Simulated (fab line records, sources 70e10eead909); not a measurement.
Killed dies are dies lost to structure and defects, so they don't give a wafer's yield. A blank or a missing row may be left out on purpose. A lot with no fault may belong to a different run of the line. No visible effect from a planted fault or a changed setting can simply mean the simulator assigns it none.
A struck lot beside a sound one | flow nand harc | 40 out of 1302 route steps
Sound: wafers L701.3, L701.5, L701.6. Struck: wafer L714.2 (left out: L714.1, L714.3 of the same lot, which were not struck); the cause appears at the end.
At each step with rows: each side's tool, then ch and its chambers, then its first start. Under that, the readings that differ: sound wafers | struck wafers | difference of the means | sigmas: that difference in standard deviations of wafers without a fault.
alike: a reading whose means differ by less than 2 such deviations, as well as words and numbers matching on both sides. not compared: withheld readings; readings where some wafer has no value; bounds like >300 that might hide an equal value; numbers whose values overlap and for which the record gives no deviation.
A row with sigmas, a row that says differs or no value, or rows on one side alone: a step with any of these is where the two part. Numbers that don't overlap but have no deviation are shown without sigmas and don't part them. Lack of a reading on every wafer of one side parts them only where that side has two or more wafers.

NHARC_A_BLC_CD_MEAS_10: target cd 100 nm.
  sound on cd sem-02 ch 0, day 22 17:31; struck on cd sem-03 ch 0, day 27 21:31
  alike: cd nm
NHARC_A_BLC_OVL_MEAS_11:
  sound: overlay-01 at day 22 17:37; struck: overlay-02 at day 27 21:37
  alike: overlay x nm, overlay y nm
NHARC_A_BLC_INSPECT_12:
  sound: defect inspect-01 at day 22 17:38; struck: defect inspect-01 at day 27 21:39
  alike: raw defect count
then, 4 steps without rows for these wafers: NHARC_A_BLC_DESCUM_15 (chemistry O2, time 3 s); NHARC_A_BLC_ETCH_16 (etches the open film in CF4, target depth 39 nm, time 65 s); NHARC_A_BLC_ETCH_17 (etches the open film in N2/H2, target depth 390 nm, time 609.38 s); NHARC_A_BLC_ETCH_18 (etches the open film in C4F8/O2/Ar, target depth 910 nm).
NHARC_A_BLC_CD_MEAS_19:
  sound: cd sem-02 at day 22 18:40; struck: cd sem-03 at day 27 22:52
  alike: cd nm
NHARC_A_BLC_STRIP_29: strips in CF4.
  sound on rie diel-11 ch 2,3, day 22 18:44; struck on rie diel-11 ch 3, day 27 22:56
  alike: drypump motor current A, oes product au, rf vpp V, showerhead plenum p Torr, throttle valve pct
  not compared: rf hours counter h
then, 3 steps without rows for these wafers: NHARC_A_BLC_STRIP_21 (strips in O2); NHARC_A_BLC_STRIP_22 (strips in post etch residue remover, time 600 s); NHARC_A_BLC_DEGAS_30 (time 60 s).
NHARC_A_BLC_PRE_CLEAN_31: time 15 s.
  sound: pvd sputter-01 at day 22 19:21; struck: pvd sputter-03 at day 27 23:31
NHARC_A_BLC_PVD_32: deposits Ti, target thk 5 nm, time 17.7 s.
  sound on pvd sputter-01; struck on pvd sputter-03
  alike: throttle valve pct
NHARC_A_BLC_ALD_23: deposits TiN, target thk 3 nm, pulse time 1 s, ald cycles 150.
  sound on ald metal-01 ch 1,2,3, day 22 19:34; struck on ald metal-03 ch 3, day 27 23:42
  alike: heater power w, precursor pulse height rel
then, 13 steps without rows for these wafers: NHARC_A_BLC_CVD_24 (deposits W, target thk 150 nm, time 434 s); NHARC_A_BLC_CMP_25 (polishes, t overpolish 30 s, target thk 150 nm); NHARC_A_BLC_SRD_27; NHARC_A_M0_DEP_00 (deposits SiOC, target thk 150 nm); NHARC_A_M0_DEHYDRATE_01 (time 120 s); NHARC_A_M0_HMDS_02 (time 30 s); NHARC_A_M0_COAT_33 (time 65 s); NHARC_A_M0_COAT_03 (resist thk 90 nm); NHARC_A_M0_SOFTBAKE_04 (time 55 s); NHARC_A_M0_EBR_05; NHARC_A_M0_EXPOSE_06 (exposes mask A M0, target cd 80 nm); NHARC_A_M0_PEB_07 (peb time 65 s); NHARC_A_M0_DEVELOP_08 (develop time 35 s).
NHARC_A_M0_CD_MEAS_09: target cd 80 nm.
  sound on cd sem-01 ch 0, day 22 21:35; struck on cd sem-01 ch 0, day 28 01:38
  alike: cd nm
NHARC_A_M0_OVL_MEAS_10: pitch 160 nm.
  sound: overlay-01 at day 22 21:40; struck: overlay-01 at day 28 01:43
  alike: overlay x nm, overlay y nm
NHARC_A_M0_DESCUM_14: chemistry O2, time 3 s.
  sound on rie diel-10 ch 0,1, day 22 21:47; struck on rie diel-09 ch 1, day 28 01:49
  alike: drypump motor current A, oes product au, rf vpp V, showerhead plenum p Torr, throttle valve pct
  not compared: rf hours counter h
then, 2 steps without rows for these wafers: NHARC_A_M0_ETCH_34 (etches the open film in N2/H2, target depth 40 nm, overetch 12 nm, time 43.94 s); NHARC_A_M0_ETCH_15 (etches the open film in C4F8/Ar, target depth 150 nm, overetch 15 nm, time 82.5 s).
NHARC_A_M0_CD_MEAS_16:
  sound: cd sem-02 at day 22 22:04; struck: cd sem-03 at day 28 02:07
  alike: cd nm
then, 2 steps without rows for these wafers: NHARC_A_M0_STRIP_18 (strips in N2/H2); NHARC_A_M0_STRIP_19 (strips in post etch residue remover, time 600 s).
NHARC_A_M0_DEGAS_28: time 60 s.
  sound: pvd sputter-02 at day 22 22:41; struck: pvd sputter-02 at day 28 02:44
  alike: heater power w
then, 2 steps without rows for these wafers: NHARC_A_M0_PRE_CLEAN_29 (time 30 s); NHARC_A_M0_PVD_20 (deposits TaN, target thk 5 nm, time 8.06 s).
NHARC_END_SORT_01:
  the record has rows for the struck wafers here (prober-02 ch 0, day 29 17:25) and none for the sound ones

WHERE THEY PART
At NHARC_END_SORT_01 and nowhere else, as far as this record goes.

WHY: what had been put in by the simulator
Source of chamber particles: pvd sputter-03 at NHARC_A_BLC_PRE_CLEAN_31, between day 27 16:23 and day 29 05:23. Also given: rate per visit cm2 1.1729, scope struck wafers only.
